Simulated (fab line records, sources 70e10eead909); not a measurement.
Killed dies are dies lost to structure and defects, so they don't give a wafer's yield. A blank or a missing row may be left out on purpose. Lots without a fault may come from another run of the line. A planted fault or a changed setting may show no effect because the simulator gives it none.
One fault seen from 2 desks | flow nand_harc | each desk has only its own numbers; what lay behind them comes last

THE TOOL OWNER'S DESK: acl_dep-01
The tool's own readings at NHARC_A_CHANNEL_HOLE_D1_DEP_00 (deposits aC, target thk 3100 nm): means of the sampled wafers that have a number, for each lot that ran on this tool. A lot is out of limits, marked OUT, if its mean lies more than 4 standard deviations from the usual mean; the brackets give that distance.
Columns: A = throttle_valve_pct at NHARC_A_CHANNEL_HOLE_D1_DEP_00, usual 35.000 %
lot  | first seen here | A
L734 | day 8 11:48     | 34.998
L735 | day 8 14:13     | 35.001
L746 | day 12 01:41    | 34.995
L749 | day 12 11:05    | 35.007
This desk's finding: nothing out of limits on any of the 4 lots.

THE DEFECT DESK
What the inspections along the route counted, lot by lot: means of the sampled wafers that have a number. A lot is out of limits, marked OUT, if its mean lies more than 4 standard deviations from the usual mean; the brackets give that distance.
Columns: A = raw_defect_count at NHARC_A_CHANNEL_HOLE_D1_INSPECT_12, usual 5; B = raw_defect_count at NHARC_A_CHANNEL_HOLE_D1_INSPECT_40, usual 57
lot  | first seen here | A                     | B
L734 | day 8 14:38     | 6                     | 46
L733 | day 8 16:35     | 5                     | 51
L735 | day 8 16:45     | 5                     | 33
L736 | day 9 10:53     | 3                     | 50
L740 | day 10 04:20    | 12                    | 66
L746 | day 12 03:50    | 333 (+99 or more) OUT | 405 (+18) OUT
L749 | day 12 13:59    | 330 (+99 or more) OUT | 410 (+19) OUT
L752 | day 13 02:50    | 3                     | 51
L753 | day 13 19:54    | 6                     | 61
L754 | day 13 19:55    | 2                     | 45
L755 | day 13 21:07    | 2                     | 67
This desk's finding: out of limits on L746, L749; first on L746, day 12 03:50 (raw_defect_count at NHARC_A_CHANNEL_HOLE_D1_INSPECT_12). In limits: L734, L733, L735, L736, L740, L752, L753, L754, L755.

PUT TOGETHER
The defect desk could have raised an alarm at day 12 03:50, on L746, L749.
The tool owner's desk saw nothing out of limits.
The tool owner's desk has L746, L749 on record, within its limits.
Of the lots named, all ran NHARC_A_CHANNEL_HOLE_D1_DEP_00 on acl_dep-01.

WHAT THE SIMULATOR HAD PUT IN
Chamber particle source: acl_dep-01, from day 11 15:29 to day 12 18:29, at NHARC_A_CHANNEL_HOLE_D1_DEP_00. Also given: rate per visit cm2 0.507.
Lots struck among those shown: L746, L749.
Hours from the fault's start to each desk's first reading out of limits: the defect desk, 12.
